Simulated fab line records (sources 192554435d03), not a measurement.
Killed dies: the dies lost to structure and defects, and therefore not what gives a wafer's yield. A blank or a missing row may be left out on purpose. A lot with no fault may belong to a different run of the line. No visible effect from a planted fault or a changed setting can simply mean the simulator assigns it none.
Split-lot study | flow n5 finfet | 7 lots, 21 wafers read, on a route of 1938 steps

SPLIT DETAILS
At N5_BEOL_M1_HM_DEP_02 (deposits TiN, target thk 20 nm), the setting target thk a was moved away from the recipe's 200 angstrom on 12 of the 21 wafers read, by +5.0% to +11.7%. The other wafers ran this setting at the recipe's value.

FROM THE SPLIT TO THE READING: what the file shows between them, 4 steps
- N5_BEOL_M1_ETCH_64: etches SOC in N2/H2, target depth 75 nm, overetch 15 nm, time 112.5 s (also split here: bias w)
- N5_BEOL_M1_STRIP_65: strips in N2/H2
- N5_BEOL_M1_STRIP_75: strips in N2/H2
- N5_BEOL_M1_STRIP_66: strips in CF4

THE READING
etch.depth nm (the simulator's own value, which no gauge read), in nm, at N5_BEOL_M1_HM_OPEN_17 (chemistry Cl2/BCl3, target TiN, target depth 20 nm, overetch 6 nm). The file does not state a usual value for it. Across the 9 wafers here that went through the recipe, the average is 20.05 nm and the standard deviation 0.24 nm.

wafer  | tool, chamber at the split | target thk a as run, angstrom | against the recipe | etch.depth nm, nm | against lot-mates on the recipe
L077.2 | pvd sputter-02, -          | 212.7                         | +6.3%              | 21.12             | no lot-mate on the recipe
L077.3 | pvd sputter-02, -          | 212.7                         | +6.3%              | 21.26             | no lot-mate on the recipe
L077.4 | pvd sputter-02, -          | 212.7                         | +6.3%              | 21.45             | no lot-mate on the recipe
L082.1 | pvd sputter-01, -          | 200                           | recipe             | 20.45             | -
L082.2 | pvd sputter-01, -          | 210.2                         | +5.1%              | 21.02             | +0.57
L082.3 | pvd sputter-01, -          | 210.2                         | +5.1%              | 20.96             | +0.51
L083.1 | pvd sputter-03, -          | 200                           | recipe             | 19.76             | -
L083.2 | pvd sputter-03, -          | 200                           | recipe             | 20.04             | -
L083.6 | pvd sputter-03, -          | 223.5                         | +11.7%             | 22.45             | +2.55
L084.4 | pvd sputter-03, -          | 200                           | recipe             | 20.17             | -
L084.5 | pvd sputter-03, -          | 210                           | +5.0%              | 20.92             | +0.84
L084.6 | pvd sputter-03, -          | 200                           | recipe             | 19.99             | -
L085.1 | pvd sputter-03, -          | 200                           | recipe             | 20.01             | -
L085.3 | pvd sputter-03, -          | 200                           | recipe             | 20.13             | -
L085.5 | pvd sputter-03, -          | 200                           | recipe             | 20.27             | -
L087.1 | pvd sputter-01, -          | 210.9                         | +5.4%              | 20.68             | no lot-mate on the recipe
L087.4 | pvd sputter-01, -          | 210.9                         | +5.4%              | 21.29             | no lot-mate on the recipe
L087.5 | pvd sputter-01, -          | 210.9                         | +5.4%              | 20.72             | no lot-mate on the recipe
L096.3 | pvd sputter-03, -          | 218.4                         | +9.2%              | 21.14             | +1.53
L096.4 | pvd sputter-03, -          | 218.4                         | +9.2%              | 21.23             | +1.62
L096.5 | pvd sputter-03, -          | 200                           | recipe             | 19.61             | -

FIT RESULTS
A straight line over all 21 wafers: etch.depth nm changes by +0.169 nm for each +1% of target thk a; r = +0.92; the points scatter about the line by 0.27 nm.
The same after taking each lot's own level away (the mean of its wafers on the recipe; 15 wafers): +0.184 nm for each +1%; r = +0.97; scatter 0.21 nm.
According to that fit, moving target thk a by its largest amount changes the reading by 2.2 nm.
Measured against the standard deviation above, the lots' own levels, which go from 19.610 to 20.450 nm, span 3.5 times it.
The two slopes agree, so the slope changes little with the lot-to-lot level.
Check: with one of the wafers moved furthest among these (+11.7%) left out of the fit, the line predicts +1.86 nm for it against its lot-mates. It came out at +2.55 nm against them.

ADDITIONAL SPLITS CARRIED BY THESE WAFERS
Before the reading, these wafers also passed through other splits. Each is held against what the fit with the lots' levels taken away leaves over:
other split on the same wafers                  | wafers away from the commonest value | r with etch.depth nm (lot level and that fit taken away)
N5_SDB_ALD_29 ald cycles                        | 7                                    | -0.18
N5_HKMG_FIN_ETCH_55 bias w                      | 4                                    | -0.23
N5_HKMG_FIN_ETCH_58 source w                    | 5                                    | +0.11
N5_GATE_CUT_ETCH_56 bias w                      | 5                                    | -0.15
N5_MOL_CONTACT_COAG_ETCH_105 bias w             | 7                                    | -0.26
N5_MOL_CONTACT_COAG_ETCH_110 bias w             | 7                                    | +0.14
N5_MOL_CONTACT_COAG_ETCHBACK_136 target depth a | 8                                    | -0.58
N5_MOL_CONTACT_COAG_VIA_ETCH_117 bias w         | 8                                    | -0.26
N5_BEOL_M0_SAQP_COAT_82 spin rpm                | 7                                    | -0.34
N5_BEOL_M0_SAQP_DEVELOP_13 develop time s       | 7                                    | -0.38
N5_BEOL_M1_PECVD_72 time s                      | 6                                    | +0.15
N5_BEOL_M1_ETCH_64 bias w                       | 5                                    | +0.11

THE WHOLE CHAIN: every reading that the file lists as answering this split, in the file's order
step                  | what it does                                                      | reading                                                                          | change (the file's fit)               | r (the file's)
N5_BEOL_M1_HM_DEP_02  | deposits TiN, target thk 20 nm                                    | TiN_of_BEOL_M1_HM_DEP_02.thk nm (the simulator's own value, which no gauge read) | +0.189 nm for each +1% of the setting | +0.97
N5_BEOL_M1_HM_OPEN_17 | chemistry Cl2/BCl3, target TiN, target depth 20 nm, overetch 6 nm | etch.depth nm (the simulator's own value, which no gauge read)                   | +0.188 nm for each +1% of the setting | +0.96

FILE'S OWN FIT
etch.depth nm changes by +0.188 nm for each +1% of target thk a, r = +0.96.
